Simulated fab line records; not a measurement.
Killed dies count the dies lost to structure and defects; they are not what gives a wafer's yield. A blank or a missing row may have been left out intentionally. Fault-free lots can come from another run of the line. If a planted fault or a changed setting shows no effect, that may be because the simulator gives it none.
Split-lot trial | flow n5 finfet | on a route of 1938 steps: 7 lots, 21 wafers read

ON THE SPLIT
At N5_MOL_CONTACT_COAG_PECVD_31 (deposits SiO2 from TEOS/O2, target thk 46 nm, time 8.9 s), the setting temp c was moved away from the recipe's 400 C on 5 of the 21 wafers read, by -2.0% to +3.3%. For the rest of the wafers, this setting stayed at what the recipe calls for.

FROM THE SPLIT TO THE READING: what the file shows between them, 4 steps
- N5_MOL_CONTACT_COAG_COAT_75: time 60 s, resist thk 60 nm
- N5_MOL_CONTACT_COAG_COAT_76: time 60 s, resist thk 10 nm
- N5_MOL_CONTACT_COAG_ETCHBACK_135: etches SiO2 in CHF3, target depth 25 nm, time 16.7 s
- N5_MOL_CONTACT_COAG_STRIP_118: strips in CHF3

THE READING
etch.depth nm (the simulator's own value, which no gauge read), in nm, at N5_MOL_CONTACT_COAG_VIA_ETCH_46 (etches SiO2 in C4F6/O2, target depth 46 nm, overetch 9.2 nm, time 40 s). No usual value for it is given in the file. The 16 wafers here that ran the recipe average 45.80 nm, standard deviation 0.72 nm.

wafer  | tool, chamber at the split | temp c as run, C | against the recipe | etch.depth nm, nm | against lot-mates on the recipe
L074.1 | pecvd-04, 2                | 400              | recipe             | 46.17             | -
L074.2 | pecvd-04, 0                | 400              | recipe             | 45.86             | -
L074.3 | pecvd-04, 1                | 400              | recipe             | 44.3              | -
L076.2 | pecvd-03, 2                | 400              | recipe             | 45                | -
L076.3 | pecvd-03, 1                | 400              | recipe             | 44.73             | -
L076.6 | pecvd-03, 0                | 400              | recipe             | 46.16             | -
L078.4 | pecvd-03, 2                | 393.2            | -1.7%              | 47.69             | +1.21
L078.5 | pecvd-03, 1                | 400              | recipe             | 45.99             | -
L078.6 | pecvd-03, 0                | 400              | recipe             | 46.96             | -
L080.1 | pecvd-04, 1                | 400              | recipe             | 44.9              | -
L080.3 | pecvd-04, 0                | 400              | recipe             | 45.62             | -
L080.6 | pecvd-04, 0                | 400              | recipe             | 45.74             | -
L084.1 | pecvd-04, 2                | 400              | recipe             | 46.29             | -
L084.2 | pecvd-04, 1                | 413.3            | +3.3%              | 41.95             | -4.69
L084.4 | pecvd-04, 2                | 400              | recipe             | 47                | -
L089.2 | pecvd-02, 2                | 400              | recipe             | 45.89             | -
L089.4 | pecvd-02, 0                | 392.1            | -2.0%              | 48.02             | +2.13
L089.6 | pecvd-02, 1                | 392.1            | -2.0%              | 47.86             | +1.97
L093.2 | pecvd-02, 2                | 404.6            | +1.2%              | 44.4              | -1.66
L093.5 | pecvd-02, 2                | 400              | recipe             | 46.16             | -
L093.6 | pecvd-02, 1                | 400              | recipe             | 45.97             | -

THE FIT
A straight line over all 21 wafers: etch.depth nm changes by -1.13 nm for each +1% of temp c; r = -0.88; the points scatter about the line by 0.67 nm.
The same after taking each lot's own level away (the mean of its wafers on the recipe; 21 wafers): -1.21 nm for each +1%; r = -0.93; scatter 0.54 nm.
The reading moves by 4 nm for the largest change in temp c, on that fit.
From 45.297 to 46.645 nm: that is the span of the lots' own levels, equal to 1.9 times the standard deviation above.
The two slopes agree, so the slope changes little with the lot-to-lot level.
Check: with one of the wafers moved furthest among these (+3.3%) left out of the fit, the line predicts -3.45 nm for it against its lot-mates. It came out at -4.69 nm against them.

OTHER SPLITS APPLIED TO THESE WAFERS
Before the reading, these wafers also passed through other splits. Each is held against what the fit with the lots' levels taken away leaves over:
other split on the same wafers | wafers away from the commonest value | r with etch.depth nm (lot level and that fit taken away)
N5_HKMG_FIN_ETCH_55 time s     | 8                                    | -0.08
N5_HKMG_FIN_PEB_10 peb time s  | 7                                    | -0.20
N5_HKMG_FIN_ETCH_32 bias w     | 8                                    | -0.41
N5_GATE_CUT_CUT_ETCH_54 icp w  | 7                                    | -0.02

THE WHOLE CHAIN: every reading that the file lists as answering this split, in the file's order
step                            | what it does                                                           | reading                                                                                   | change (the file's fit)              | r (the file's)
N5_MOL_CONTACT_COAG_PECVD_31    | deposits SiO2 from TEOS/O2, target thk 46 nm, time 8.9 s               | SiO2_of_MOL_CONTACT_COAG_PECVD_31.thk nm (the simulator's own value, which no gauge read) | -1.21 nm for each +1% of the setting | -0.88
N5_MOL_CONTACT_COAG_VIA_ETCH_46 | etches SiO2 in C4F6/O2, target depth 46 nm, overetch 9.2 nm, time 40 s | etch.depth nm (the simulator's own value, which no gauge read)                            | -1.23 nm for each +1% of the setting | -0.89

THE FILE'S OWN FIT
etch.depth nm changes by -1.23 nm for each +1% of temp c, r = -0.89.
